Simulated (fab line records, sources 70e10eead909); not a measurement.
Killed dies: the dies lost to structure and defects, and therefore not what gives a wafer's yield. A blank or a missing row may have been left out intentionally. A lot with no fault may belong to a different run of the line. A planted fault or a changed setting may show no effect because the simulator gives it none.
Matching of chambers :: flow nandHarc :: rieDiel-10 running NHARC_A_BONDPAD_DESCUM_11: 4 sister chambers
The step chemistry O2, time 3 s. 16 wafers are shown with their chamber, then 7 later ones without.

WAFERS, EACH WITH ITS CHAMBER
wafer: L189.2
chamber: 1
drypumpMotorCurrentA (A): 5.2
rfVppV (V): 57.5
oesProductAu (a.u.): 0.998

wafer: L189.5
chamber: 0
drypumpMotorCurrentA (A): 5.8
rfVppV (V): 58.2
oesProductAu (a.u.): 1.003

wafer: L189.6
chamber: 1
drypumpMotorCurrentA (A): 5.2
rfVppV (V): 56.0
oesProductAu (a.u.): 0.990

wafer: L192.2
chamber: 2
drypumpMotorCurrentA (A): 5.6
rfVppV (V): 55.7
oesProductAu (a.u.): 1.000

wafer: L192.3
chamber: 0
drypumpMotorCurrentA (A): 5.9
rfVppV (V): 59.7
oesProductAu (a.u.): 1.001

wafer: L192.6
chamber: 1
drypumpMotorCurrentA (A): 5.2
rfVppV (V): 57.8
oesProductAu (a.u.): 1.000

wafer: L190.3
chamber: 1
drypumpMotorCurrentA (A): 5.2
rfVppV (V): 57.4
oesProductAu (a.u.): 1.001

wafer: L190.4
chamber: 3
drypumpMotorCurrentA (A): 5.4
rfVppV (V): 57.2
oesProductAu (a.u.): 1.003

wafer: L190.6
chamber: 2
drypumpMotorCurrentA (A): 5.6
rfVppV (V): 57.6
oesProductAu (a.u.): 0.993

wafer: L194.3
chamber: 1
drypumpMotorCurrentA (A): 5.2
rfVppV (V): 57.3
oesProductAu (a.u.): 1.005

wafer: L194.4
chamber: 0
drypumpMotorCurrentA (A): 5.8
rfVppV (V): 58.1
oesProductAu (a.u.): 0.998

wafer: L201.1
chamber: 3
drypumpMotorCurrentA (A): 5.5
rfVppV (V): 59.0
oesProductAu (a.u.): 0.999

wafer: L201.5
chamber: 0
drypumpMotorCurrentA (A): 5.9
rfVppV (V): 56.1
oesProductAu (a.u.): 0.992

wafer: L201.6
chamber: 3
drypumpMotorCurrentA (A): 5.5
rfVppV (V): 58.5
oesProductAu (a.u.): 1.002

wafer: L202.2
chamber: 0
drypumpMotorCurrentA (A): 5.9
rfVppV (V): 56.1
oesProductAu (a.u.): 0.996

wafer: L202.5
chamber: 3
drypumpMotorCurrentA (A): 5.4
rfVppV (V): 58.2
oesProductAu (a.u.): 1.004

SIGNATURES (means of the wafers above)
reading: drypumpMotorCurrentA
chamber 0: 5.860
chamber 1: 5.200
chamber 2: 5.600
chamber 3: 5.450
scatter within a chamber: 0.0428

reading: rfVppV
chamber 0: 57.640
chamber 1: 57.200
chamber 2: 56.650
chamber 3: 58.225
scatter within a chamber: 1.12

reading: oesProductAu
chamber 0: 0.99800
chamber 1: 0.99880
chamber 2: 0.99650
chamber 3: 1.00200
scatter within a chamber: 0.00443
Rule: a wafer lies at a distance from a chamber equal to the root of the sum of squares, over the readings, of (its reading less the chamber's mean, divided by the reading's scatter). The wafer belongs to the nearest chamber; if the next one is less than 2 further off, it can't be placed. The scatter: take each reading less its chamber's mean, square it, sum over the shown wafers, divide by the number of wafers less the number of chambers, and take the root.

WAFERS MISSING THEIR CHAMBER
wafer: L202.6
drypumpMotorCurrentA (A): 5.9
rfVppV (V): 57.2
oesProductAu (a.u.): 0.985

wafer: L206.3
drypumpMotorCurrentA (A): 5.4
rfVppV (V): 58.5
oesProductAu (a.u.): 1.011

wafer: L206.4
drypumpMotorCurrentA (A): 5.6
rfVppV (V): 57.9
oesProductAu (a.u.): 0.999

wafer: L206.5
drypumpMotorCurrentA (A): 5.9
rfVppV (V): 60.0
oesProductAu (a.u.): 1.000

wafer: L208.2
drypumpMotorCurrentA (A): 5.9
rfVppV (V): 56.5
oesProductAu (a.u.): 0.999

wafer: L208.3
drypumpMotorCurrentA (A): 5.4
rfVppV (V): 58.6
oesProductAu (a.u.): 1.012

wafer: L208.5
drypumpMotorCurrentA (A): 5.2
rfVppV (V): 58.7
oesProductAu (a.u.): 1.006

WHICH CHAMBER EACH WENT THROUGH
wafer: L202.6
from the rows above: 0
in truth: 0

wafer: L206.3
from the rows above: 3
in truth: 3

wafer: L206.4
from the rows above: 2
in truth: 2

wafer: L206.5
from the rows above: 0
in truth: 0

wafer: L208.2
from the rows above: 0
in truth: 0

wafer: L208.3
from the rows above: 3
in truth: 3

wafer: L208.5
from the rows above: 1
in truth: 1
Correct placement for 7 of the 7. Left unplaced by these rows: 0. Wrongly placed: 0.
